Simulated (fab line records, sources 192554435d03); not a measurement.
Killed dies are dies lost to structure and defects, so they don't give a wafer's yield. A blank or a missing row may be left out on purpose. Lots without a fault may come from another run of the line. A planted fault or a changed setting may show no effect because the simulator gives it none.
fab line records | flow n5_finfet
record lots=7 wafers=19 last_day=18
route steps=1938 shown BEOL_M4@1096 PASSIVATION@1936
lots that met no fault: from a run of the same line without faults
start_h: hours from the record's first day to the start of the lot's first wafer shown | wait_h: hours since the lot's step before | " the same as in the row above | L1.1+2: a row that stands for several wafers | - no value, or no start given | * or withheld: withheld | < > ~ a bound
route shown NAME@n: a module of which the file shows steps, and the number in the route of the first | usual: mean/standard deviation of fault-free wafers | same: alike in all rows | chamber/n: place in a boat | sites: the reading at each site | _std_site: their standard deviation | _edge_site: outer sites' mean less inner sites' | radius_mm: how far each site lies from the wafer's centre | mask NAME#n: copy n | behind: the tool/chamber that last shaped the wafer | hold: why the lot was held/for how many hours/how that ended | device: the transistor (n, p or np) that didn't switch | end of line: the same wafers' tests at the end of the route | a step without rows: its recipe alone | killed: dies lost to structure and defects at the first sort, not the wafer's yield | map: a wafer's dies, x killed, . not, _ none there
set.NAME: the setting as run; set.NAME@STEP: as run at that earlier step | model.NAME: the simulator's own value behind a step, which no gauge read
lots at some steps of the route; a table a step, a row a wafer
services: from which hour (start_h, from the record's first day; less than 0 if before it) a tool's chamber was out of use, for how many hours, and why
## steps
# step N5_BEOL_M4_SPUTTER_92
# recipe material=Cu target_thk_a=45 temp_c=-20 chamber_pressure_pa=0.07 power_w=withheld time_s=8.29
# usual susceptor_temp_C=-20.01/0.095 throttle_valve_pct=30.6/0.74
# columns lot.wafer tool chamber start_h wait_h susceptor_temp_C throttle_valve_pct
L374.2 pvd_sputter-01 - 196.36 0.1 -19.96 30.3
L374.4 " - " " -20.09 31.3
L374.5 " - " " -19.98 30.1
L376.1 pvd_sputter-01 - 199.12 0.1 -20.05 31.8
L376.3 " - " " -19.87 30.6
L376.6 " - " " -19.83 31.2
L381.1 pvd_sputter-02 - 228.87 0.1 -20.18 29.7
L381.3 " - " " -20.00 30.8
L381.6 " - " " -20.19 30.5
L385.1 pvd_sputter-01 - 250.80 0.1 -20.10 30.5
L385.3 " - " " -20.02 30.2
L385.5 " - " " -19.96 30.5
L384.3 pvd_sputter-03 - 256.75 0.1 -20.02 28.9
L384.6 " - " " -20.13 31.2
L387.3 pvd_sputter-03 - 258.95 0.1 -19.90 31.1
L387.5 " - " " -20.01 29.8
L395.2 pvd_sputter-02 - 324.43 0.1 -19.90 29.8
L395.3 " - " " -20.09 30.5
L395.6 " - " " -20.11 30.4
# step N5_BEOL_M4_ANNEAL_93
# recipe temp_c=400 time_s=240 ambient=vacuum
# step N5_BEOL_M4_SPUTTER_94
# recipe material=Cu target_thk_a=45 temp_c=-20 chamber_pressure_pa=0.07 power_w=withheld time_s=8.29
# step N5_BEOL_M4_ANNEAL_95
# recipe temp_c=400 time_s=240 ambient=vacuum
# usual heater_power_w=837/55 susceptor_temp_C=400.01/0.24
# columns lot.wafer tool chamber start_h wait_h heater_power_w susceptor_temp_C
L374.2 pvd_sputter-01 - 196.66 0.0 927 399.80
L374.4 " - " " 840 400.38
L374.5 " - " " 943 400.00
L376.1 pvd_sputter-01 - 199.42 0.0 753 399.96
L376.3 " - " " 871 399.88
L376.6 " - " " 841 400.39
L381.1 pvd_sputter-02 - 229.17 0.0 773 400.15
L381.3 " - " " 814 400.31
L381.6 " - " " 807 400.00
L385.1 pvd_sputter-01 - 251.10 0.0 865 400.50
L385.3 " - " " 939 400.18
L385.5 " - " " 859 400.29
L384.3 pvd_sputter-03 - 257.07 0.0 846 399.65
L384.6 " - " " 796 399.97
L387.3 pvd_sputter-03 - 259.25 0.0 766 399.91
L387.5 " - " " 844 400.28
L395.2 pvd_sputter-02 - 324.73 0.0 772 399.85
L395.3 " - " " 846 399.84
L395.6 " - " " 851 399.98
# step N5_BEOL_M4_SPUTTER_96
# recipe material=Cu target_thk_a=45 temp_c=-20 chamber_pressure_pa=0.07 power_w=withheld time_s=8.29
# usual susceptor_temp_C=-20.00/0.11 throttle_valve_pct=30.6/0.75
# columns lot.wafer tool chamber start_h wait_h susceptor_temp_C throttle_valve_pct
L374.2 pvd_sputter-01 - 196.80 0.1 -19.94 30.1
L374.4 " - " " -19.90 31.3
L374.5 " - " " -19.85 30.2
L376.1 pvd_sputter-01 - 199.56 0.1 -20.04 31.7
L376.3 " - " " -19.85 30.5
L376.6 " - " " -20.05 31.4
L381.1 pvd_sputter-02 - 229.31 0.1 -20.08 30.0
L381.3 " - " " -20.03 30.8
L381.6 " - " " -20.04 30.5
L385.1 pvd_sputter-01 - 251.24 0.1 -20.24 30.3
L385.3 " - " " -20.03 30.0
L385.5 " - " " -20.17 30.4
L384.3 pvd_sputter-03 - 257.22 0.1 -19.88 29.0
L384.6 " - " " -19.94 30.9
L387.3 pvd_sputter-03 - 259.39 0.1 -20.05 31.2
L387.5 " - " " -19.85 29.7
L395.2 pvd_sputter-02 - 324.87 0.1 -19.89 29.8
L395.3 " - " " -19.97 30.6
L395.6 " - " " -19.96 30.6
# step N5_BEOL_M4_ECD_50
# recipe material=Cu target_thk_a=3000
# step N5_BEOL_M4_ANNEAL_51
# recipe temp_c=225 time_s=90 ambient=N2
# usual wafer_temp_C_max=225.85/0.24
# columns lot.wafer tool chamber start_h wait_h wafer_temp_C_max
L374.2 rtp_anneal-02 0 197.04 0.1 225.73
L374.4 " 0 " " 225.59
L374.5 " 0 " " 225.91
L376.1 rtp_anneal-01 0 199.89 0.2 225.98
L376.3 " 0 " " 226.32
L376.6 " 0 " " 225.55
L381.1 rtp_anneal-01 0 229.51 0.1 225.73
L381.3 " 0 " " 225.61
L381.6 " 0 " " 225.85
L385.1 rtp_anneal-02 0 251.44 0.1 225.69
L385.3 " 0 " " 226.05
L385.5 " 0 " " 225.94
L384.3 rtp_anneal-02 0 257.52 0.1 226.29
L384.6 " 0 " " 225.76
L387.3 rtp_anneal-01 0 259.68 0.1 225.83
L387.5 " 0 " " 225.77
L395.2 rtp_anneal-01 0 325.11 0.1 225.97
L395.3 " 0 " " 226.18
L395.6 " 0 " " 226.40
# step N5_BEOL_M4_CMP_52
# recipe stop_on=SiOC t_overpolish_s=6.8 down_force_psi=1 platen_rpm=50 clearing_platen_down_force_psi=1.5 clearing_platen_rpm=50 post_cmp_clean=cu_alkaline target_thk_nm=40 clearing_platen_pad_velocity_m_s=0.99484 pad_velocity_m_s=0.99484
# usual barrier_field_endpoint_s=24.5/0.71 motor_current_A=6.0/0.55 overpolish_run_s=6.800/0.0094 time_to_endpoint_s=62/4
# columns lot.wafer tool chamber start_h wait_h barrier_field_endpoint_s motor_current_A overpolish_run_s time_to_endpoint_s
L374.2 cmp-01 3 197.29 0.2 24.2 5.8 6.789 63
L374.4 " 1 " " 24.6 7.1 6.793 65
L374.5 " 3 " " 24.4 5.7 6.811 61
L376.1 cmp-04 2 200.22 0.3 25.2 6.2 6.802 71
L376.3 " 0 " " 24.0 5.9 6.805 61
L376.6 " 2 " " 24.9 6.6 6.798 70
L381.1 cmp-01 2 229.80 0.3 24.2 6.2 6.814 64
L381.3 " 1 " " 24.6 7.1 6.794 63
L381.6 " 2 " " 24.2 5.9 6.795 63
L385.3 cmp-01 0 251.86 0.3 24.2 5.0 6.800 60
L385.1 " 1 " " 24.5 7.1 6.789 63
L385.5 " 2 " " 24.2 6.7 6.804 60
L384.3 cmp-02 3 257.76 0.2 25.1 5.3 6.809 68
L384.6 " 2 " " 25.4 6.8 6.794 66
L387.3 cmp-02 1 259.93 0.2 25.8 5.7 6.797 67
L387.5 " 0 " " 24.6 6.1 6.783 64
L395.2 cmp-02 3 325.40 0.2 23.9 4.9 6.795 62
L395.3 " 1 " " 25.4 5.7 6.793 65
L395.6 " 3 " " 23.9 5.2 6.792 60
# step N5_BEOL_M4_THK_MEAS_53
# recipe thk_meas_gauge=xrf reads=Cu_of_BEOL_M4_ECD_50
# usual M4_THK=40.5/1.8
# columns lot.wafer tool chamber start_h wait_h M4_THK[nm]
L374.2 film_metro-01 - 197.59 - 40.9
L374.4 " - " " 41.6
L374.5 " - " " 41.2
L376.1 film_metro-02 - 200.48 - 42.1
L376.3 " - " " 40.4
L376.6 " - " " 42.4
L381.1 film_metro-02 - 230.10 - 36.8
L381.3 " - " " 38.2
L381.6 " - " " 41.4
L385.1 film_metro-01 - 252.08 - 41.1
L385.3 " - " " 38.1
L385.5 " - " " 39.3
L384.3 film_metro-02 - 258.02 - 42.6
L384.6 " - " " 40.1
L387.3 film_metro-02 - 260.18 - 44.5
L387.5 " - " " 41.3
L395.2 film_metro-02 - 325.66 - 38.5
L395.3 " - " " 37.3
L395.6 " - " " 40.0
# step N5_BEOL_M4_PRE_CLEAN_60
# recipe gas=NH3/H2 time_s=15 temp_c=* rf_power_w=300
# step N5_BEOL_M4_CO_CAP_55
# recipe material=Co target_thk_a=20 temp_c=200 precursor=CCTBA/H2 pressure_torr=30 time_s=102.1
# step N5_BEOL_M4_PRE_CLEAN_56
# recipe gas=NH3 time_s=15 temp_c=withheld rf_power_w=300
# step N5_BEOL_M4_DEP_57
# recipe material=SiCN target_thk_a=80 temp_c=withheld precursor=3MS/NH3 pressure_torr=3 rf_w=202 time_s=14
# usual chamber_pressure_Torr=2.999/0.0058 showerhead_plenum_p_Torr=3.669/0.013 throttle_valve_pct=9.2/0.6
# columns lot.wafer tool chamber start_h wait_h chamber_pressure_Torr showerhead_plenum_p_Torr throttle_valve_pct model.SiCN_of_BEOL_M4_DEP_57.thk_nm
L374.2 pecvd-02 1 197.85 0.0 3.006 3.689 9.8 7.8
L374.4 " 2 " " 2.998 3.672 8.7 8
L374.5 " 0 " " 3.000 3.672 9.3 8.4
L376.1 pecvd-03 0 200.67 0.0 3.002 3.650 9.5 7.8
L376.3 " 1 " " 3.003 3.643 8.8 8
L376.6 " 2 " " 2.995 3.691 8.8 8
L381.1 pecvd-02 0 230.29 0.0 3.006 3.668 9.2 7.8
L381.3 " 1 " " 3.009 3.683 10.0 7.8
L381.6 " 2 " " 3.006 3.670 8.8 7.8
L385.1 pecvd-02 2 252.57 0.0 2.989 3.688 8.9 8.2
L385.3 " 0 " " 3.008 3.666 9.1 7.8
L385.5 " 0 " " 3.001 3.665 9.2 7.4
L384.3 pecvd-02 0 258.21 0.0 3.001 3.675 9.1 7.8
L384.6 " 0 " " 2.989 3.674 9.2 7.4
L387.3 pecvd-02 2 260.53 0.0 2.997 3.682 8.8 7.8
L387.5 " 1 " " 3.007 3.688 9.8 7.4
L395.2 pecvd-01 2 325.90 0.0 3.007 3.659 8.2 7.8
L395.3 " 1 " " 2.998 3.659 9.7 8
L395.6 " 1 " " 2.987 3.651 9.5 8.2
# step N5_BEOL_M4_RS_MEAS_58
# recipe thk_meas_gauge=four-point-probe reads=Co_of_BEOL_M4_CO_CAP_55+Cu_of_BEOL_M4_ECD_50+Co_of_BEOL_M4_CVD_47+TaN_of_BEOL_M4_ALD_84
# usual M4_RS=0.65/0.036
# columns lot.wafer tool chamber start_h wait_h M4_RS[ohm/sq]
L374.2 film_metro-02 - 197.92 0.1 0.65
L374.4 " - " " 0.63
L374.5 " - " " 0.64
L376.1 film_metro-01 - 200.74 0.0 0.62
L376.3 " - " " 0.65
L376.6 " - " " 0.61
L381.1 film_metro-02 - 230.36 0.0 0.74
L381.3 " - " " 0.71
L381.6 " - " " 0.64
L385.1 film_metro-01 - 252.63 0.0 0.64
L385.3 " - " " 0.70
L385.5 " - " " 0.67
L384.3 film_metro-02 - 258.28 0.1 0.61
L384.6 " - " " 0.66
L387.3 film_metro-01 - 260.60 0.1 0.59
L387.5 " - " " 0.65
L395.2 film_metro-02 - 325.98 0.1 0.70
L395.3 " - " " 0.73
L395.6 " - " " 0.67
# step N5_BEOL_M4_RC_MEAS_101
# usual DIBL_N=35.4/2.1 DIBL_P=34.8/2.6 IOFF_N=0.15/0.037 IOFF_P=0.19/0.037 ION_N=677/16 ION_P=462/9.3 SS_N=71.4/0.75 SS_P=72.9/0.77 VT_N=250/3.7 VT_P=-251/3.5
# columns lot.wafer tool chamber start_h wait_h DIBL_N[mV/V] DIBL_P[mV/V] IOFF_N[nA/um] IOFF_P[nA/um] ION_N[uA/um] ION_P[uA/um] SS_N[mV/dec] SS_P[mV/dec] VT_N[mV] VT_P[mV]
L374.2 prober-01 0 198.12 0.2 36.1 34.5 0.15 0.15 680 452 72.3 72.6 248 -255
L374.4 " 0 " " 35.3 34.0 0.13 0.15 668 451 71.5 72.6 251 -257
L374.5 " 0 " " 36.5 35.2 0.15 0.17 685 459 71.9 73.0 249 -250
L376.1 prober-02 0 200.79 0.0 36.0 33.9 0.17 0.18 674 453 72.1 73.6 247 -253
L376.3 " 0 " " 33.0 32.1 0.12 0.16 663 454 71.1 72.6 253 -252
L376.6 " 0 " " 34.7 34.8 0.16 0.20 696 471 71.1 73.2 246 -249
L381.1 prober-01 0 230.41 0.0 36.5 38.0 0.17 0.20 672 455 71.6 73.8 247 -252
L381.3 " 0 " " 30.1 29.5 0.08 0.12 652 453 69.9 71.4 255 -258
L381.6 " 0 " " 33.4 34.1 0.12 0.16 664 454 71.1 72.7 252 -254
L385.1 prober-01 0 252.68 0.0 33.1 30.6 0.10 0.15 659 451 71.0 72.1 258 -251
L385.3 " 0 " " 38.2 37.7 0.21 0.27 674 465 71.9 74.2 246 -246
L385.5 " 0 " " 35.0 35.3 0.15 0.22 677 465 71.0 73.6 246 -248
L384.3 prober-02 0 258.64 0.3 32.9 32.4 0.14 0.18 687 467 70.5 72.3 247 -249
L384.6 " 0 " " 37.6 36.2 0.22 0.23 688 464 72.7 73.0 245 -248
L387.3 prober-02 0 260.96 0.3 35.0 32.9 0.11 0.13 649 440 71.7 71.8 257 -259
L387.5 " 0 " " 38.2 37.5 0.18 0.20 656 450 72.4 73.2 252 -254
L395.2 prober-02 0 326.19 0.2 36.8 37.0 0.18 0.19 703 462 72.1 73.5 248 -252
L395.3 " 0 " " 34.6 36.3 0.15 0.20 689 468 71.3 72.6 247 -252
L395.6 " 0 " " 33.5 32.9 0.12 0.15 680 463 71.7 72.2 251 -256
# step N5_PASSIVATION_PROBE_49
# usual defect_limited_yield=90.5/1.7 killed_at_M0_to_M3=37/12 killed_at_M4_up=14/5.2 killed_at_contacts=12/5.9 killed_at_front_end=45/14 killed_at_other=3.5/2.8 killed_dies=112/21 killed_open=73/15 killed_short=36/8.9 sort_bin_5_function=5.6/1.2 sort_bin_6_memory=3.5/0.68 sort_bin_8_speed=0.01/0.1 sort_n_pass=1068/21 sort_yield_pct=90.5/1.8
# same gross_dies=1180 killed_at_back_side=0 sort_bin_4_leakage[%]=0
# columns lot.wafer tool chamber start_h wait_h defect_limited_yield[%] killed_at_M0_to_M3 killed_at_M4_up killed_at_contacts killed_at_front_end killed_at_other killed_dies killed_open killed_short sort_bin_5_function[%] sort_bin_6_memory[%] sort_bin_8_speed[%] sort_n_pass sort_yield_pct[%]
L384.3 prober-02 - 371.85 0.1 91.4 36 19 13 27 7 102 64 28 4.6 3.1 0 1078 91.4
L384.6 prober-02 - 372.00 0.3 92.0 31 15 22 24 2 94 60 29 5.0 3.0 0 1086 92.0
# killed by level:class
L384.3 BEOL_M3:geometric_particle:open=12 MOL_CONTACT_COAG:geometric_particle:open=11 HKMG_FIN:area_etch=7 BEOL_M5:geometric_particle:open=6 BEOL_M3:geometric_particle:short=5 STI_FIN_REVEAL:geometric_particle:open=4 BEOL_M2:geometric_particle:open=4 BEOL_M4:geometric_particle:open=4
L384.6 MOL_CONTACT_COAG:geometric_particle:open=15 BEOL_M1:geometric_particle:open=6 BEOL_M4:geometric_particle:open=6 FIN_SAQP:geometric_particle:open=5 BEOL_M0_SAQP:geometric_particle:short=5 BEOL_M3:geometric_particle:open=5 STARTING-WAFER:geometric_particle:short=4 GATE_CUT:geometric_particle:open=3
## services
# columns tool chamber start_h hours kind
pecvd-01 2 202.38 - clean
pecvd-01 2 202.38 - consumable_replace:showerhead
pecvd-01 2 202.38 29.0 scheduled_down
pecvd-02 1 204.81 2.1 scheduled_down
pecvd-02 2 212.94 5.5 scheduled_down
pecvd-03 - 217.15 98.4 repair
pecvd-01 1 234.87 10.4 repair
pecvd-02 - 240.78 1.8 repair
cmp-02 - 240.93 4.0 pm
cmp-04 - 242.38 4.0 pm
cmp-02 - 244.93 - consumable_replace:conditioner
cmp-02 - 244.93 - consumable_replace:pad
pecvd-02 1 256.42 - calibration
cmp-04 - 285.10 1.0 repair
pvd_sputter-02 - 288.91 7.9 repair
cmp-01 - 292.93 4.0 pm
cmp-01 - 296.93 - consumable_replace:conditioner
cmp-01 - 296.93 - consumable_replace:pad
pecvd-02 2 301.11 4.4 repair
pvd_sputter-02 - 303.50 6.2 repair
cmp-01 - 308.10 1.2 repair
pecvd-02 - 313.43 2.2 repair
pecvd-03 - 315.59 5.5 pm
cmp-04 - 322.56 3.9 pm
## key
first_sign none at tools or gauges
model_effect step=N5_BEOL_M4_DEP_57 value=SiCN_of_BEOL_M4_DEP_57.thk_nm without=8.067 struck=7.4
met_at N5_BEOL_M4_DEP_57
struck_wafers L384.6,L385.5,L387.5
onset_between 230.29 252.57
fault kind=process_parameter_drift tool=pecvd-02 chamber=- onset_h=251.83 steps=N5_BEOL_M4_DEP_57 channel=time_s offset=* shape=step end_h=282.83 scope=struck_wafers_only acts_in=* stated=*
